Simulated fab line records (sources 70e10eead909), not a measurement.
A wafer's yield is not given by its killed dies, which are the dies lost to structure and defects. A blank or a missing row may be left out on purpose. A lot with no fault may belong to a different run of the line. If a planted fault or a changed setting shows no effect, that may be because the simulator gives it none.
fab line records	flow nand-harc	part 1 of 2: steps 1 to 3 of 6
record: lots: 20	wafers: 60	last-day: 34
route steps=1302 shown A_SGD_CUT@905 A_SLIT@938 A_WL_FILL@953
lots that met no fault: from a run of the same line without faults
start-h: hours from the record's first day to the start of the lot's first wafer shown	wait-h: hours from the lot's prior step to this one	" unchanged from the row above	L1.1+2: several wafers, shown together as one row	- no value, or no start given	* or withheld: withheld	< > ~ a bound
route shown NAME@n: NAME is a module with steps in the file, n the number in the route of the first one	usual: mean/standard deviation taken from wafers without a fault	same: alike in all rows	chamber/n: place in a boat	sites: readings site by site	_std_site: their standard deviation	_edge_site: the outer-site mean with the inner-site mean subtracted	radius-mm: for every site, how far away it sits from the centre of the wafer	mask NAME#n: copy n	behind: the tool/chamber that last shaped the wafer	hold: cause of the lot's hold/its duration in hours/its outcome	device: the transistor (n, p or np) that didn't switch	end of line: the tests these same wafers got at the end of their route	where a step has no rows: the recipe by itself	killed: dies lost to structure and defects at the first sort, not the wafer's yield	map: dies across one wafer; x = killed, . = not, _ = none there
set.NAME: setting as actually run; set.NAME@STEP: the setting as run at that earlier step	model.NAME: the simulator's own value behind a step, which no gauge read
steps of the route over a sample of lots; a table a step, a row a wafer
services: a tool's chamber out of use, with start hour (start-h, from the record's first day; less than 0 if before it), hours out, and reason
== steps ==
step: NHARC_A_SGD_CUT_ETCH_58
recipe: target-depth-a: 390	over-etch-frac: 0.3	time-s: 65	ion-energy-ev: 80	cf4-flow-sccm: 150	ar-flow-sccm: 0	rf-w: 300	bias-w: 100	chemistry: CF4
usual: bias-w: 100.0/0.3	cf4-flow-sccm: 150.0/0.45	drypump-motor-current-A: 5.6/0.36	oes-product-au: 0.999/0.0079	rf-vpp-V: 151.1/1.3	showerhead-plenum-p-Torr: 1.76/0.086	throttle-valve-pct: 13.285/0.0091
lot.wafer	tool	chamber	start-h	wait-h	bias-w	cf4-flow-sccm	drypump-motor-current-A	oes-product-au	rf-hours-counter-h	rf-vpp-V	showerhead-plenum-p-Torr	throttle-valve-pct
L075.1	rie-diel-11	2	442.11	0.1	100.0	149.3	5.7	0.994	0	150.7	1.69	13.289
L075.4	"	3	"	"	100.2	150.6	5.1	0.997	0	149.6	1.73	13.297
L075.3	"	1	"	"	99.7	149.7	5.9	1.007	0	151.6	1.90	13.283
L076.2	rie-diel-03	0	442.26	0.1	100.7	150.0	5.0	1.000	9	149.7	1.70	13.297
L076.3	"	3	"	"	99.9	149.3	6.0	0.993	9	153.0	1.85	13.286
L076.6	"	0	"	"	100.1	150.0	5.0	0.997	-	150.3	1.70	13.270
L078.4	rie-diel-01	1	480.57	0.1	99.9	150.1	5.4	1.002	8	152.8	1.77	13.286
L078.1	"	2	"	"	100.3	150.6	5.6	0.996	8	151.5	1.82	13.285
L078.5	"	3	"	"	99.9	149.5	5.3	1.005	-	150.1	1.66	13.286
L077.3	rie-diel-11	1	482.98	0.1	99.4	149.8	5.9	1.010	1	152.3	1.90	13.293
L077.2	"	3	"	"	100.1	149.8	5.0	1.008	2	151.0	1.73	13.276
L077.6	"	1	"	"	99.9	149.4	5.9	0.991	-	153.9	1.90	13.273
L080.4	rie-diel-03	0	483.97	0.1	99.8	150.2	4.9	0.987	2	150.2	1.70	13.284
L080.3	"	2	"	"	99.8	149.2	6.0	0.984	0	150.2	1.68	13.284
L080.5	"	0	"	"	100.0	149.8	5.0	0.988	-	149.1	1.70	13.266
L079.1	rie-diel-11	1	493.24	0.1	99.2	149.4	5.9	1.006	2	153.5	1.89	13.290
L079.4	"	3	"	"	100.2	149.7	5.1	0.999	2	151.4	1.73	13.271
L079.6	"	2	"	"	100.1	150.7	5.7	0.992	-	150.0	1.69	13.289
L083.4	rie-diel-03	2	526.41	0.1	100.2	149.4	6.0	1.001	3	150.6	1.68	13.275
L083.3	"	3	"	"	100.6	149.5	6.0	0.999	4	151.9	1.85	13.291
L083.6	"	1	"	"	99.7	149.7	6.1	0.998	-	149.2	1.65	13.292
L082.1	rie-diel-01	2	526.70	0.1	100.3	150.1	5.7	0.989	12	150.1	1.82	13.299
L082.6	"	3	"	"	100.7	150.4	5.3	1.000	-	149.1	1.66	13.286
L082.5	"	0	"	"	100.2	151.0	5.7	1.000	-	151.9	1.88	13.281
L084.3	rie-diel-01	0	537.36	0.5	100.3	150.6	5.6	0.998	12	154.1	1.88	13.288
L084.4	"	0	"	"	100.3	150.8	5.6	0.986	-	152.9	1.88	13.294
L084.6	"	2	"	"	100.0	149.4	5.7	0.993	-	152.1	1.82	13.292
L085.3	rie-diel-01	3	547.09	0.1	100.2	149.8	5.3	1.001	11	149.6	1.65	13.277
L085.6	"	2	"	"	100.0	150.7	5.6	0.994	-	151.0	1.82	13.275
L085.5	"	3	"	"	100.1	150.0	5.3	1.006	-	148.3	1.65	13.284
L086.4	rie-diel-03	1	564.39	0.1	100.0	149.6	6.1	0.989	7	149.5	1.65	13.269
L086.2	"	2	"	"	99.9	150.0	5.9	0.995	5	150.8	1.68	13.298
L086.6	"	1	"	"	100.1	149.9	6.2	0.987	-	150.5	1.65	13.297
L088.3	rie-diel-01	1	567.22	0.1	99.8	150.1	5.4	1.001	0	152.0	1.77	13.284
L088.2	"	2	"	"	100.2	150.1	5.7	0.998	0	150.5	1.82	13.290
L088.5	"	1	"	"	99.7	150.6	5.4	0.999	-	151.8	1.77	13.280
L089.2	rie-diel-03	3	567.37	0.1	100.0	149.7	6.0	0.992	7	151.6	1.85	13.259
L089.4	"	0	"	"	100.2	150.4	5.0	0.997	7	151.1	1.70	13.281
L089.3	"	1	"	"	100.4	150.0	6.2	0.996	7	149.4	1.65	13.284
L087.2	rie-diel-11	0	568.77	0.1	99.9	150.0	5.3	1.012	4	151.2	1.72	13.282
L087.5	"	3	"	"	99.7	150.1	5.1	1.011	-	150.6	1.72	13.297
L087.6	"	0	"	"	99.6	150.7	5.3	1.009	-	151.4	1.72	13.268
L091.4	rie-diel-11	3	586.94	0.1	100.1	149.8	5.0	0.999	6	152.0	1.72	13.301
L091.2	"	1	"	"	100.2	149.3	5.9	1.001	5	151.7	1.89	13.289
L091.5	"	3	"	"	100.1	150.5	5.1	1.004	-	149.7	1.72	13.272
L090.2	rie-diel-01	0	587.30	0.1	99.6	149.9	5.6	1.000	2	153.3	1.88	13.283
L090.1	"	2	"	"	99.9	149.9	5.7	1.016	2	151.7	1.82	13.293
L090.3	"	3	"	"	100.1	149.9	5.3	1.012	2	150.4	1.65	13.286
L093.1	rie-diel-01	0	612.19	0.1	100.1	150.5	5.6	1.011	4	151.7	1.88	13.281
L093.2	"	2	"	"	99.6	150.2	5.7	1.011	4	150.4	1.82	13.304
L093.4	"	3	"	"	99.9	150.2	5.3	1.004	4	149.7	1.65	13.277
L094.2	rie-diel-01	3	639.54	0.1	100.4	149.0	5.3	0.991	7	150.5	1.65	13.281
L094.4	"	0	"	"	100.3	150.6	5.6	0.987	7	153.4	1.88	13.306
L094.1	"	1	"	"	100.1	150.4	5.4	0.993	6	150.7	1.77	13.288
L095.2	rie-diel-03	0	649.98	0.1	100.1	150.6	5.0	0.997	0	151.2	1.70	13.295
L095.4	"	1	"	"	100.1	149.6	6.1	0.997	0	150.0	1.65	13.267
L095.5	"	1	"	"	99.8	149.8	6.1	0.995	-	149.9	1.65	13.282
L097.4	rie-diel-01	1	675.82	0.1	100.3	149.3	5.3	1.003	9	150.9	1.77	13.272
L097.2	"	2	"	"	100.8	149.6	5.7	1.007	9	153.1	1.82	13.277
L097.6	"	1	"	"	100.1	150.1	5.4	1.009	-	152.3	1.77	13.294
step: NHARC_A_SLIT_ETCH_15
recipe: target-depth-a: 62000	over-etch-frac: 0.3	time-s: 1612	ion-energy-ev: 150	o2-flow-sccm: 400	cos-flow-sccm: 20	ar-flow-sccm: 0	rf-w: 500	bias-w: 300	chemistry: O2/COS
usual: bias-w: 300.1/1	drypump-motor-current-A: 5.7/0.42	o2-flow-sccm: 400.0/1.2	oes-product-au: 0.997/0.0075	rf-vpp-V: 314.4/1.7	showerhead-plenum-p-Torr: 3.14/0.099	throttle-valve-pct: 28.331/0.0086
lot.wafer	tool	chamber	start-h	wait-h	bias-w	drypump-motor-current-A	o2-flow-sccm	oes-product-au	rf-hours-counter-h	rf-vpp-V	showerhead-plenum-p-Torr	throttle-valve-pct
L076.3	rie-diel-04	0	-	-	299.0	5.9	399.4	0.989	5.3	312.2	2.98	28.315
L076.2	"	1	"	"	300.3	6.2	398.4	0.987	4.7	314.3	3.08	28.323
L076.6	"	1	"	"	300.0	6.2	399.0	1.005	-	313.7	3.08	28.314
L075.1	rie-diel-06	2	-	-	299.7	5.8	398.1	1.007	8.4	316.9	3.19	28.324
L075.3	"	3	"	"	299.2	6.0	399.3	0.997	8.7	313.8	3.23	28.334
L075.4	"	0	"	"	301.1	4.7	399.1	0.997	8.8	313.6	3.05	28.338
L080.4	rie-diel-06	2	-	-	300.0	5.8	398.4	0.995	0.2	314.4	3.19	28.326
L080.3	"	0	"	"	300.1	4.7	400.0	0.987	0.3	312.5	3.05	28.318
L080.5	"	1	"	"	301.6	6.1	399.8	0.987	-	313.4	3.17	28.325
L077.2	rie-diel-04	1	-	-	301.6	6.2	400.8	1.001	7.8	313.0	3.08	28.331
L077.3	"	2	"	"	301.3	5.6	401.4	0.990	8.1	315.3	3.21	28.345
L077.6	"	0	"	"	301.2	5.9	401.7	0.995	-	312.4	2.97	28.327
L078.1	rie-diel-06	3	-	-	299.6	6.0	400.9	0.998	0.9	316.2	3.23	28.335
L078.4	"	1	"	"	300.0	6.0	401.0	0.996	1.3	315.8	3.17	28.327
L078.5	"	3	"	"	299.6	6.0	398.2	0.987	-	315.8	3.23	28.327
L079.4	rie-diel-08	2	-	-	300.3	5.5	400.3	1.005	4.8	311.8	2.98	28.320
L079.1	"	3	"	"	300.3	6.1	398.9	0.989	6.2	316.2	3.14	28.339
L079.6	"	2	"	"	298.5	5.5	400.7	0.995	-	312.6	2.98	28.342
L082.1	rie-diel-08	0	-	-	301.2	5.9	399.7	0.998	8.2	317.0	3.30	28.340
L082.5	"	1	"	"	300.4	5.5	400.1	1.009	-	311.8	3.01	28.345
L082.6	"	2	"	"	299.0	5.5	399.5	1.004	-	310.0	2.98	28.342
L083.4	rie-diel-06	0	-	-	300.1	4.8	398.9	0.997	3.6	313.3	3.05	28.322
L083.3	"	1	"	"	299.0	6.0	398.7	1.001	3.6	314.6	3.16	28.343
L083.6	"	3	"	"	300.4	6.0	401.5	0.990	-	317.1	3.23	28.340
L084.3	rie-diel-06	0	-	-	299.7	4.7	398.8	0.996	4.7	313.3	3.05	28.343
L084.4	"	3	"	"	299.7	6.0	400.9	1.002	4.8	315.5	3.23	28.344
L084.6	"	0	"	"	299.7	4.7	399.5	0.996	-	314.1	3.05	28.325
L085.3	rie-diel-06	2	-	-	299.1	5.8	401.0	0.992	4.9	315.2	3.19	28.340
L085.6	"	0	"	"	300.3	4.7	402.3	0.993	-	313.6	3.05	28.323
L085.5	"	1	"	"	300.3	6.1	398.3	0.997	-	314.2	3.16	28.334
L088.3	rie-diel-08	0	-	-	301.0	5.8	399.7	1.003	0.6	316.1	3.30	28.327
L088.2	"	2	"	"	298.7	5.5	398.6	1.015	1.6	311.8	2.98	28.325
L088.5	"	3	"	"	298.8	6.1	399.5	0.995	-	314.4	3.14	28.323
L086.2	rie-diel-06	2	-	-	298.9	5.8	400.6	0.991	5.9	313.6	3.18	28.323
L086.4	"	3	"	"	302.0	6.1	397.1	0.998	6.4	315.9	3.23	28.346
L086.6	"	3	"	"	299.5	6.0	400.6	0.996	-	316.8	3.23	28.334
L089.3	rie-diel-04	3	-	-	299.3	5.2	399.9	0.985	1.8	314.6	3.24	28.324
L089.4	"	1	"	"	299.1	6.2	399.5	1.002	1.7	313.0	3.07	28.330
L089.2	"	2	"	"	299.1	5.6	400.6	0.994	1.6	317.0	3.21	28.332
L087.2	rie-diel-04	2	-	-	299.1	5.7	400.4	1.006	2.1	316.8	3.21	28.340
L087.6	"	1	"	"	299.4	6.2	400.6	1.003	-	312.7	3.07	28.335
L087.5	"	2	"	"	298.3	5.7	401.1	1.014	-	315.3	3.21	28.313
L090.1	rie-diel-04	2	-	-	299.1	5.6	399.2	1.001	3.6	314.4	3.21	28.336
L090.3	"	3	"	"	301.7	5.2	401.1	0.995	3.7	314.9	3.24	28.327
L090.2	"	0	"	"	298.4	5.8	400.3	1.000	3.9	311.2	2.97	28.337
L091.2	rie-diel-08	3	-	-	299.1	6.1	402.0	0.988	3.2	314.9	3.14	28.349
L091.4	"	2	"	"	298.9	5.5	398.9	0.998	2.6	312.9	2.98	28.336
L091.5	"	0	"	"	300.4	5.9	402.2	0.996	-	317.4	3.30	28.337
L093.1	rie-diel-06	2	-	-	299.5	5.8	401.2	1.002	9.0	315.3	3.18	28.343
L093.2	"	3	"	"	299.4	6.0	399.7	0.995	9.4	317.4	3.23	28.331
L093.4	"	2	"	"	301.8	5.8	401.6	1.000	-	313.6	3.18	28.332
L094.2	rie-diel-06	1	-	-	302.7	6.1	402.5	0.992	11.4	312.7	3.16	28.332
L094.1	"	2	"	"	300.9	5.8	399.0	0.994	11.1	314.2	3.18	28.345
L094.4	"	1	"	"	300.7	6.1	398.0	0.984	-	314.8	3.16	28.328
L095.4	rie-diel-04	3	-	-	301.6	5.1	401.3	1.003	5.9	316.3	3.23	28.340
L095.2	"	1	"	"	300.3	6.2	400.3	1.003	6.1	312.6	3.07	28.323
L095.5	"	0	"	"	298.4	5.8	399.4	1.015	-	312.7	2.97	28.309
L097.2	rie-diel-06	0	-	-	299.7	4.7	399.0	1.003	0.4	313.1	3.04	28.327
L097.4	"	3	"	"	300.7	6.1	398.6	1.003	0.4	315.3	3.23	28.325
L097.6	"	0	"	"	300.3	4.7	401.1	1.007	-	313.2	3.04	28.330
step: NHARC_A_SLIT_STRIP_18
recipe: o2-flow-sccm: 500	ar-flow-sccm: 0	bias-w: 0	chemistry: O2
usual: drypump-motor-current-A: 5.7/0.41	o2-flow-sccm: 500.1/1.4	oes-product-au: 0.998/0.0082	rf-vpp-V: 57.8/0.9	showerhead-plenum-p-Torr: 3.55/0.12	throttle-valve-pct: 17.037/0.0097
same: bias-w: 0
lot.wafer	tool	chamber	start-h	wait-h	drypump-motor-current-A	o2-flow-sccm	oes-product-au	rf-hours-counter-h	rf-vpp-V	showerhead-plenum-p-Torr	throttle-valve-pct
L076.3	rie-diel-06	2	-	-	5.8	500.5	0.996	9.1	57.4	3.60	17.025
L076.2	"	3	"	"	6.0	500.7	1.002	9.0	59.2	3.65	17.048
L076.6	"	1	"	"	6.1	499.6	0.999	-	58.3	3.58	17.044
L075.4	rie-diel-06	2	-	-	5.8	497.9	1.004	9.2	59.5	3.60	17.032
L075.3	"	3	"	"	6.0	500.1	1.005	9.0	58.8	3.65	17.034
L075.1	"	0	"	"	4.7	497.7	1.008	9.1	56.8	3.45	17.051
L080.4	rie-diel-08	3	-	-	6.1	498.6	0.993	5.7	57.3	3.55	17.031
L080.3	"	0	"	"	5.9	501.0	1.001	6.4	57.8	3.73	17.034
L080.5	"	3	"	"	6.2	498.5	1.004	-	58.4	3.55	17.029
L077.2	rie-diel-06	1	-	-	6.1	499.7	0.988	1.6	59.4	3.58	17.038
L077.3	"	0	"	"	4.8	501.0	0.992	1.6	56.9	3.45	17.038
L077.6	"	2	"	"	5.8	501.9	0.994	-	58.2	3.60	17.020
L078.4	rie-diel-06	0	-	-	4.8	500.7	1.001	1.6	58.6	3.44	17.031
L078.1	"	2	"	"	5.8	502.2	0.983	1.7	58.3	3.60	17.039
L078.5	"	3	"	"	6.0	498.3	0.993	-	57.9	3.65	17.043
L079.1	rie-diel-04	0	-	-	5.9	499.3	1.002	9.3	58.3	3.36	17.030
L079.4	"	2	"	"	5.7	501.4	1.006	8.8	57.2	3.63	17.040
L079.6	"	3	"	"	5.2	500.3	0.988	-	57.0	3.66	17.018
L082.1	rie-diel-06	2	-	-	5.8	499.2	0.986	4.0	58.3	3.60	17.037
L082.6	"	0	"	"	4.7	503.3	0.999	-	56.7	3.44	17.052
L082.5	"	1	"	"	6.1	498.8	0.997	-	57.1	3.58	17.027
L083.3	rie-diel-06	2	-	-	5.8	496.3	0.992	4.1	57.1	3.60	17.029
L083.4	"	0	"	"	4.7	502.1	0.983	4.4	57.2	3.44	17.033
L083.6	"	2	"	"	5.8	499.0	0.984	-	58.0	3.60	17.044
L084.4	rie-diel-06	0	-	-	4.7	500.2	0.985	5.4	57.9	3.44	17.017
L084.3	"	2	"	"	5.8	501.2	0.989	4.6	57.9	3.60	17.045
L084.6	"	0	"	"	4.7	498.3	0.996	-	56.7	3.44	17.017
L085.3	rie-diel-08	3	-	-	6.1	500.7	0.999	1.3	57.5	3.55	17.034
L085.5	"	0	"	"	5.9	501.5	1.001	-	59.9	3.73	17.040
L085.6	"	1	"	"	5.5	498.3	1.002	-	57.8	3.41	17.042
L088.3	rie-diel-08	0	-	-	5.9	502.0	1.011	1.4	59.5	3.73	17.035
L088.2	"	2	"	"	5.5	498.8	1.014	1.9	57.5	3.37	17.032
L088.5	"	0	"	"	5.9	500.8	1.003	-	57.8	3.73	17.034
L086.4	rie-diel-06	0	-	-	4.7	501.2	1.002	7.5	58.2	3.44	17.034
L086.2	"	1	"	"	6.1	501.0	0.999	7.1	58.0	3.57	17.039
L086.6	"	0	"	"	4.7	498.1	1.005	-	56.4	3.44	17.045
L089.4	rie-diel-08	1	-	-	5.5	498.4	1.008	0.9	56.8	3.40	17.047
L089.3	"	2	"	"	5.5	500.4	1.008	2.0	57.9	3.37	17.043
L089.2	"	0	"	"	5.8	499.0	1.008	1.5	57.3	3.73	17.030
L087.2	rie-diel-04	1	-	-	6.2	499.8	1.003	3.0	57.5	3.47	17.030
L087.6	"	0	"	"	5.9	499.9	1.001	-	57.0	3.36	17.026
L087.5	"	1	"	"	6.2	499.5	0.994	-	59.7	3.47	17.034
L090.1	rie-diel-08	0	-	-	5.9	501.4	0.996	2.8	56.6	3.73	17.051
L090.3	"	1	"	"	5.5	500.4	0.996	1.7	57.5	3.40	17.030
L090.2	"	3	"	"	6.1	499.2	0.983	4.0	59.2	3.55	17.030
L091.4	rie-diel-04	1	-	-	6.2	501.1	1.002	4.5	58.7	3.47	17.045
L091.2	"	0	"	"	5.9	498.4	1.012	4.2	57.6	3.36	17.038
L091.5	"	1	"	"	6.2	501.1	0.991	-	58.7	3.47	17.035
L093.1	rie-diel-08	3	-	-	6.1	502.4	0.998	5.7	59.0	3.55	17.031
L093.2	"	0	"	"	5.9	501.4	0.993	5.0	58.1	3.73	17.047
L093.4	"	1	"	"	5.5	502.0	1.005	4.0	57.9	3.40	17.024
L094.2	rie-diel-04	1	-	-	6.2	499.8	1.000	5.8	58.2	3.47	17.032
L094.4	"	2	"	"	5.6	501.7	1.004	5.9	58.1	3.62	17.036
L094.1	"	0	"	"	5.9	498.9	1.009	5.5	58.4	3.36	17.043
L095.4	rie-diel-04	1	-	-	6.2	500.0	0.993	6.5	58.0	3.47	17.049
L095.2	"	0	"	"	5.9	500.0	0.998	6.6	56.7	3.36	17.030
L095.5	"	1	"	"	6.2	500.3	0.993	-	58.4	3.47	17.051
L097.2	rie-diel-08	3	-	-	6.1	500.9	0.998	8.4	57.5	3.55	17.019
L097.4	"	0	"	"	5.9	501.8	1.004	7.7	58.1	3.73	17.037
L097.6	"	3	"	"	6.1	500.1	1.012	-	57.3	3.55	17.028
